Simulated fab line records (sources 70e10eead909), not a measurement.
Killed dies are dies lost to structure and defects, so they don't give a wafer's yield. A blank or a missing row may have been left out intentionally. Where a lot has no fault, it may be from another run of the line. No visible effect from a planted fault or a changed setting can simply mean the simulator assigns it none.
The same fault as seen by 3 desks | flow nand-harc | numbers are kept per desk, each desk with only its own; the story behind them comes last

== THE DEFECT DESK ==
Inspection counts along the route, by lot: the mean over sampled wafers that carry a number. A lot is out of limits, marked OUT, if its mean lies more than 4 standard deviations from the usual mean; the brackets give that distance.
Columns: A = raw-defect-count at NHARC_P_BONDPAD_INSPECT_23, usual 345
lot  | first seen here | A
L813 | day 6 01:46     | 467
L814 | day 6 21:10     | 488
L815 | day 7 11:51     | 276
L816 | day 7 12:08     | 338
L818 | day 7 21:26     | 258
L821 | day 8 06:41     | 351
L824 | day 9 00:24     | 340
L826 | day 9 12:29     | 366
L827 | day 10 00:35    | 309
L829 | day 10 19:41    | 586
L830 | day 10 19:55    | 338
L831 | day 11 01:41    | 261
L833 | day 11 12:11    | 305
L835 | day 12 00:56    | 443
L834 | day 12 02:14    | 465
This desk's finding: nothing out of limits on any of the 15 lots.

== TOOL OWNER'S DESK, pecvd-onon-01 ==
The tool's own readings at NHARC_A_ONON_D1_DEP_16 (target thk 1000 nm): means of the sampled wafers that have a number, for each lot that ran on this tool. A lot is out of limits, marked OUT, if its mean lies more than 4 standard deviations from the usual mean; the brackets give that distance.
Columns: A = n2-flow-sccm at NHARC_A_ONON_D1_DEP_16, usual 2749 sccm
lot  | first seen here | A
L813 | day 7 09:35     | 2754
L815 | day 8 20:15     | 2743
L821 | day 9 16:29     | 2753
L826 | day 10 23:28    | 2750
L827 | day 11 10:22    | 2739
L830 | day 12 09:34    | 2758
This desk's finding: nothing out of limits on any of the 6 lots.

== THE METROLOGY DESK ==
What the gauges read, lot by lot, whatever tool the lot ran on: means of the sampled wafers that have a number. A lot is out of limits, marked OUT, if its mean lies more than 4 standard deviations from the usual mean; the brackets give that distance.
Columns: A = thk-nm at NHARC_A_ONON_D1_THK_MEAS_18, usual 998 nm
lot  | first seen here | A
L813 | day 7 10:05     | 1004
L814 | day 8 06:53     | 1012
L815 | day 8 20:43     | 997
L816 | day 8 20:43     | 1007
L818 | day 9 08:55     | 993
L821 | day 9 16:56     | 1001
L824 | day 10 14:46    | 996
L826 | day 10 23:59    | 1039 (+6.0) OUT
L827 | day 11 10:52    | 1043 (+6.7) OUT
L829 | day 12 09:40    | 992
L831 | day 12 09:40    | 1003
L830 | day 12 10:01    | 1049 (+7.5) OUT
L833 | day 12 23:32    | 1004
L834 | day 13 10:51    | 1009
L835 | day 13 11:12    | 999
Finding of this desk: L826, L827, L830 out of limits; the first was L826 at day 10 23:59, on thk-nm at NHARC_A_ONON_D1_THK_MEAS_18. In limits: L813, L814, L815, L816, L818, L821, L824, L829, L831, L833, L834, L835.

== TAKEN TOGETHER ==
At day 10 23:59 the metrology desk could have sounded an alarm, on L826, L827, L830.
Nothing out of limits was seen by the defect desk.
Nothing out of limits was seen by the tool owner's desk.
The defect desk has L826, L827, L830 on record, within its limits.
The tool owner's desk has L826, L827, L830 on record, within its limits.
On pecvd-onon-01, each named lot ran NHARC_A_ONON_D1_DEP_16.

== WHAT THE SIMULATOR HAD INSERTED ==
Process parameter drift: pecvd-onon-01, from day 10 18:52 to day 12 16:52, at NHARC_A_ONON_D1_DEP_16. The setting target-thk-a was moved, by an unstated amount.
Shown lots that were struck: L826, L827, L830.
Delay in hours, fault start to first out-of-limits reading, per desk: metrology desk 5.
